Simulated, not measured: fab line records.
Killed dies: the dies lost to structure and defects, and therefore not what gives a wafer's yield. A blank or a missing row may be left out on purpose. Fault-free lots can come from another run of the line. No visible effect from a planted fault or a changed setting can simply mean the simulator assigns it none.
One fault through the eyes of 3 desks    flow n5_finfet    only its own numbers are on each desk; what lay behind them is given at the end

== AT THE METROLOGY DESK ==
Means of the sampled wafers that have a number, per lot and without regard to the tool the lot ran on: this is what the gauges read. A lot is out of limits, marked OUT, if its mean lies more than 4 standard deviations from the usual mean; the brackets give that distance. Of its 12 readings 7 are shown: those that lie furthest out on some lot.
Columns: A = V3_OVL at N5_BEOL_M4_OVL_MEAS_29, usual 0.2 nm; B = DIBL_P at N5_BEOL_M4_RC_MEAS_101, usual 36.3 mV/V; C = IOFF_P at N5_BEOL_M4_RC_MEAS_101, usual 0.21 nA/um; D = ION_N at N5_BEOL_M4_RC_MEAS_101, usual 673 uA/um; E = SS_N at N5_BEOL_M4_RC_MEAS_101, usual 71.5 mV/dec; F = SS_P at N5_BEOL_M4_RC_MEAS_101, usual 73.3 mV/dec; G = VT_P at N5_BEOL_M4_RC_MEAS_101, usual -251 mV
lot   first seen here  A     B     C     D    E     F     G
L165  day 7 07:20      0.6   38.1  0.24  674  72.1  73.9  -249
L164  day 7 11:36      0.7   33.3  0.17  667  71.3  72.0  -253
L172  day 9 07:43      -0.2  37.9  0.22  650  72.4  73.7  -249
L180  day 11 07:11     -1.0  34.5  0.15  666  71.2  72.0  -256
L181  day 11 21:23     0.1   35.2  0.15  674  71.7  73.2  -259
L187  day 12 23:56     1.2   36.6  0.19  671  71.2  73.3  -254
Result from this desk: across the 6 lots, nothing is out of limits.

== THE DEFECT DESK ==
What the inspections along the route counted, lot by lot: means of the sampled wafers that have a number. A lot is out of limits, marked OUT, if its mean lies more than 4 standard deviations from the usual mean; the brackets give that distance.
Columns: A = raw_defect_count at N5_BEOL_M4_INSPECT_30, usual 451
lot   first seen here  A
L165  day 7 07:25      478
L164  day 7 11:41      476
L172  day 9 07:48      457
L180  day 11 07:16     603
L181  day 11 21:28     430
L187  day 13 00:01     525
Result from this desk: across the 6 lots, nothing is out of limits.

== TOOL OWNER'S DESK, ald_sin-03 ==
The tool's own readings at N5_BEOL_M4_ALD_98 (deposits SiO2, target thk 2.5 nm, pulse time 1 s, co reactant pulse time 1 s): means of the sampled wafers that have a number, for each lot that ran on this tool. A lot is out of limits, marked OUT, if its mean lies more than 4 standard deviations from the usual mean; the brackets give that distance.
Columns: A = chamber_pressure_Torr at N5_BEOL_M4_ALD_98, usual 2.000 Torr; B = heater_power_outer_w at N5_BEOL_M4_ALD_98, usual 41 W; C = heater_power_w at N5_BEOL_M4_ALD_98, usual 78 W; D = precursor_pulse_height_rel at N5_BEOL_M4_ALD_98, usual 1.000
lot   first seen here  A      B   C   D
L164  day 7 11:51      2.001  39  77  0.988
L180  day 11 07:29     2.002  39  74  1.012
L181  day 11 21:56     2.001  36  70  0.990
Result from this desk: across the 3 lots, nothing is out of limits.

== PUT TOGETHER ==
Metrology desk: nothing out of limits seen.
Nothing out of limits was seen by the defect desk.
Nothing out of limits was seen by the tool owner's desk.

== WHAT THE SIMULATOR HAD INSERTED ==
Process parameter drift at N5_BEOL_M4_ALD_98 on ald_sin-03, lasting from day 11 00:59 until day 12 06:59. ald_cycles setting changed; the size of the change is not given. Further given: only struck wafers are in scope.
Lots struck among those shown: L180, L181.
